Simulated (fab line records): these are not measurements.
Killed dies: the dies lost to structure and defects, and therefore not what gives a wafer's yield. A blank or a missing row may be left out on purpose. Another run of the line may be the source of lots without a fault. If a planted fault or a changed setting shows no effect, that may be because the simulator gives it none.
Chamber matching :: flow n5Finfet :: aldSin-04 running N5_BEOL_M0_SAQP_ALD_48: 4 sister chambers
The step deposits SiO2, target thk 20 nm, pulse time 1 s, co reactant pulse time 1 s. 8 wafers are shown with their chamber, then 8 later ones without.

WAFERS PAIRED WITH THEIR CHAMBERS
wafer: L078.3
chamber: 3
heaterPowerW (W): 81
precursorPulseHeightRel: 1.015

wafer: L079.6
chamber: 3
heaterPowerW (W): 83
precursorPulseHeightRel: 0.999

wafer: L080.4
chamber: 0
heaterPowerW (W): 70
precursorPulseHeightRel: 1.015

wafer: L084.1
chamber: 1
heaterPowerW (W): 88
precursorPulseHeightRel: 0.961

wafer: L084.2
chamber: 0
heaterPowerW (W): 69
precursorPulseHeightRel: 1.022

wafer: L087.2
chamber: 1
heaterPowerW (W): 89
precursorPulseHeightRel: 0.999

wafer: L087.6
chamber: 2
heaterPowerW (W): 87
precursorPulseHeightRel: 0.993

wafer: L094.1
chamber: 2
heaterPowerW (W): 85
precursorPulseHeightRel: 0.964

WAFERS WHOSE CHAMBER IS MISSING
wafer: L094.2
heaterPowerW (W): 71
precursorPulseHeightRel: 0.984

wafer: L094.6
heaterPowerW (W): 83
precursorPulseHeightRel: 1.013

wafer: L095.1
heaterPowerW (W): 89
precursorPulseHeightRel: 1.001

wafer: L095.2
heaterPowerW (W): 70
precursorPulseHeightRel: 0.942

wafer: L095.4
heaterPowerW (W): 86
precursorPulseHeightRel: 1.009

wafer: L097.1
heaterPowerW (W): 90
precursorPulseHeightRel: 0.988

wafer: L097.2
heaterPowerW (W): 71
precursorPulseHeightRel: 1.025

wafer: L097.5
heaterPowerW (W): 88
precursorPulseHeightRel: 1.017

CHAMBER TAKEN BY EACH
wafer: L094.2
from the rows above: 0
in truth: 0

wafer: L094.6
from the rows above: 3
in truth: 3

wafer: L095.1
from the rows above: can't be placed: 1 or 2
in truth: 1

wafer: L095.2
from the rows above: 0
in truth: 0

wafer: L095.4
from the rows above: can't be placed: 2 or 1 or 3
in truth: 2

wafer: L097.1
from the rows above: 1
in truth: 1

wafer: L097.2
from the rows above: 0
in truth: 0

wafer: L097.5
from the rows above: can't be placed: 1 or 2
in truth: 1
Correct placement for 5 of the 8. These rows do not allow placing 3 (true chamber among the candidates in 3). 0 placed wrongly.
How it was worked out, from the rows above alone: a wafer's distance from a chamber is the root of the sum, over the readings, of the square of ((its reading less the chamber's mean) divided by the reading's scatter). If the next closest chamber is less than 2 further off than the closest, the wafer can't be placed; otherwise it belongs to the closest. Each chamber's mean is taken over the wafers shown for it. The scatter is the square root of a quotient: the sum, over the shown wafers, of each reading's squared deviation from its chamber's mean, divided by wafers minus chambers.
